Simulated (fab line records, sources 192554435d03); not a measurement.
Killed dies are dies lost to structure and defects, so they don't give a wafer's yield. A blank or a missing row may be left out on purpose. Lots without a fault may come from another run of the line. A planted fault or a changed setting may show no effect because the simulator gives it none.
Chamber matching | flow n5_finfet | N5_DUMMY_GATE_ETCH_32 on rie_si-05: 4 sister chambers
The step etches SiO2 in CF4, target depth 3.5 nm, time 3.9 s. 4 wafers are shown with their chamber, then 7 later ones without.

WAFERS WITH THEIR CHAMBER
wafer  | chamber | drypump_motor_current_A (A)
L079.3 | 1       | 5.7
L079.4 | 3       | 6.1
L080.1 | 0       | 6.0
L080.3 | 2       | 4.9

WAFERS WITHOUT THEIR CHAMBER
wafer  | drypump_motor_current_A (A)
L080.5 | 6.0
L083.2 | 6.1
L083.5 | 6.1
L083.6 | 4.9
L089.1 | 5.8
L089.2 | 6.1
L089.4 | 4.9

WHICH CHAMBER EACH WENT THROUGH
wafer  | from the rows above | in truth
L080.5 | 0                   | 0
L083.2 | 3                   | 3
L083.5 | 3                   | 3
L083.6 | 2                   | 2
L089.1 | 1                   | 1
L089.2 | 3                   | 3
L089.4 | 2                   | 2
Placed correctly: 7 of 7. Can't be placed from these rows: 0. Placed wrongly: 0.
How it was worked out, from the rows above alone: a wafer's distance from a chamber is the root of the sum, over the readings, of the square of ((its reading less the chamber's mean) divided by the reading's scatter). The wafer belongs to the nearest chamber; if the next one is less than 2 further off, it can't be placed. A chamber's mean is the mean of its shown wafers. The scatter: with one shown wafer a chamber, the root of the mean of the squares of how far each hidden wafer lies from its nearest shown one.
